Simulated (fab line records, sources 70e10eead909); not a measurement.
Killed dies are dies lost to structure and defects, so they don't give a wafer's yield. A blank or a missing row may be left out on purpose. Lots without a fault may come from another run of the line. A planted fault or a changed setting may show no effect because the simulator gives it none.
Chamber matching | flow nand_harc | NHARC_A_WL_FILL_ALD_19 on ald_metal-02: 4 sister chambers
The step deposits TiN, target thk 2 nm, pulse time 3 s, ald cycles 100. 8 wafers are shown with their chamber, then 11 later ones without.

WAFERS WITH THEIR CHAMBER
wafer  | chamber | heater_power_w (W) | precursor_pulse_height_rel
L085.6 | 3       | 1071               | 0.997
L088.1 | 1       | 1191               | 1.033
L088.2 | 0       | 1249               | 1.017
L088.6 | 1       | 1238               | 1.007
L088.3 | 3       | 1009               | 1.011
L088.4 | 2       | 1139               | 1.038
L088.5 | 0       | 1276               | 0.991
L092.1 | 2       | 1133               | 1.024

WAFERS WITHOUT THEIR CHAMBER
wafer  | heater_power_w (W) | precursor_pulse_height_rel
L092.4 | 1247               | 0.993
L092.5 | 1150               | 1.012
L091.2 | 1126               | 0.979
L091.4 | 1248               | 1.015
L091.5 | 1305               | 1.006
L095.2 | 1137               | 0.996
L095.3 | 1280               | 0.999
L095.6 | 1126               | 1.029
L094.1 | 1268               | 1.006
L094.2 | 1178               | 1.023
L094.4 | 1240               | 1.029

WHICH CHAMBER EACH WENT THROUGH
wafer  | from the rows above               | in truth
L092.4 | can't be placed: 0 or 1           | 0
L092.5 | can't be placed: 2 or 1           | 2
L091.2 | can't be placed: 3 or 2 or 1 or 0 | 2
L091.4 | can't be placed: 0 or 1           | 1
L091.5 | can't be placed: 0 or 1           | 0
L095.2 | can't be placed: 2 or 1 or 3 or 0 | 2
L095.3 | can't be placed: 0 or 1           | 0
L095.6 | 2                                 | 2
L094.1 | can't be placed: 0 or 1           | 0
L094.2 | can't be placed: 1 or 2 or 0      | 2
L094.4 | can't be placed: 1 or 0           | 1
Placed correctly: 1 of 11. Can't be placed from these rows: 10 (the true chamber is among the candidates in 10). Placed wrongly: 0.
How it was worked out, from the rows above alone: a wafer's distance from a chamber is the root of the sum, over the readings, of the square of ((its reading less the chamber's mean) divided by the reading's scatter). The wafer belongs to the nearest chamber; if the next one is less than 2 further off, it can't be placed. A chamber's mean is the mean of its shown wafers. The scatter: the root of (the sum of the squares of (reading less its chamber's mean) over the shown wafers, divided by (wafers less chambers)).
